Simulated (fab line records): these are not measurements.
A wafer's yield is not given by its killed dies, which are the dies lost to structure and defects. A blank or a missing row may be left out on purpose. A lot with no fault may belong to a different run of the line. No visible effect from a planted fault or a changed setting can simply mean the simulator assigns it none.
The same fault as seen by 2 desks	flow n5 finfet	numbers are kept per desk, each desk with only its own; the story behind them comes last

AT THE METROLOGY DESK
Means of the sampled wafers that have a number, per lot and without regard to the tool the lot ran on: this is what the gauges read. Any lot whose mean is over 4 standard deviations away from the usual mean is out of limits and marked OUT; that distance is given in the brackets. Readings shown: 7 out of 19 (the first out of limits, and those lying furthest out on some lot).
Columns: A = RS_SD_N at N5_SD_ACTIVATION_RS_MEAS_03, usual 21.9 ohm/sq; B = ION_N at N5_BEOL_M4_RC_MEAS_101, usual 677 uA/um; C = RC_DENSE_N at N5_BEOL_M4_RC_MEAS_101, usual 18.5 ohm.um; D = RC_N at N5_BEOL_M4_RC_MEAS_101, usual 15.1 ohm.um; E = REXT_N at N5_BEOL_M4_RC_MEAS_101, usual 74.9 ohm.um; F = RS_SD_N at N5_BEOL_M4_RC_MEAS_101, usual 28.4 ohm/sq; G = VT_N at N5_BEOL_M4_RC_MEAS_101, usual 249 mV
lot	first seen here	A	B	C	D	E	F	G
L243	day 4 03:55	22.2	692	19.0	15.4	75.0	28.6	245
L257	day 7 16:27	21.9	694	17.8	14.5	72.4	28.4	244
L259	day 8 01:54	52.7 (+99 or more) OUT	559 (-11) OUT	46.5 (+56) OUT	37.9 (+57) OUT	166.1 (+51) OUT	65.2 (+90) OUT	264 (+4.8) OUT
L260	day 8 13:14	58.1 (+99 or more) OUT	525 (-14) OUT	50.2 (+63) OUT	41.2 (+65) OUT	169.2 (+52) OUT	71.3 (+99 or more) OUT	272 (+7.5) OUT
L261	day 8 18:43	54.3 (+99 or more) OUT	534 (-13) OUT	47.3 (+58) OUT	38.5 (+59) OUT	161.8 (+48) OUT	66.2 (+92) OUT	271 (+7.0) OUT
Finding of this desk: L259, L260, L261 out of limits, first seen on L259 at day 8 01:54 (RS_SD_N at N5_SD_ACTIVATION_RS_MEAS_03). L243, L257 stayed within limits.

DESK OF THE TOOL OWNER: epi rpcvd-01
The tool's own readings at N5_SD_EPI_N_EPI_21 (deposits Si:P, time 690 s): means of the sampled wafers that have a number, for each lot that ran on this tool. Any lot whose mean is over 4 standard deviations away from the usual mean is out of limits and marked OUT; that distance is given in the brackets.
Columns: A = susceptor temp C at N5_SD_EPI_N_EPI_21, usual 679.99 C
lot	first seen here	A
L243	day 3 19:59	680.13
L257	day 7 09:47	679.70
L259	day 7 19:37	680.16
L260	day 8 04:45	680.12
L261	day 8 09:25	679.73
Result from this desk: across the 5 lots, nothing is out of limits.

BROUGHT TOGETHER
At day 8 01:54 the metrology desk could have sounded an alarm, on L259, L260, L261.
Nothing out of limits was seen by the tool owner's desk.
The tool owner's desk has L259, L260, L261 on record, within its limits.
N5_SD_EPI_N_EPI_21 was run on epi rpcvd-01 by each of the lots named.

WHAT THE SIMULATOR HAD PUT IN
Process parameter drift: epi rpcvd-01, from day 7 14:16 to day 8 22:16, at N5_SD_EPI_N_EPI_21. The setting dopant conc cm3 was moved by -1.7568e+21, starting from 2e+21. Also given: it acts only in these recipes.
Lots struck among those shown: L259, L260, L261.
Delay in hours, fault start to first out-of-limits reading, per desk: metrology desk 12.
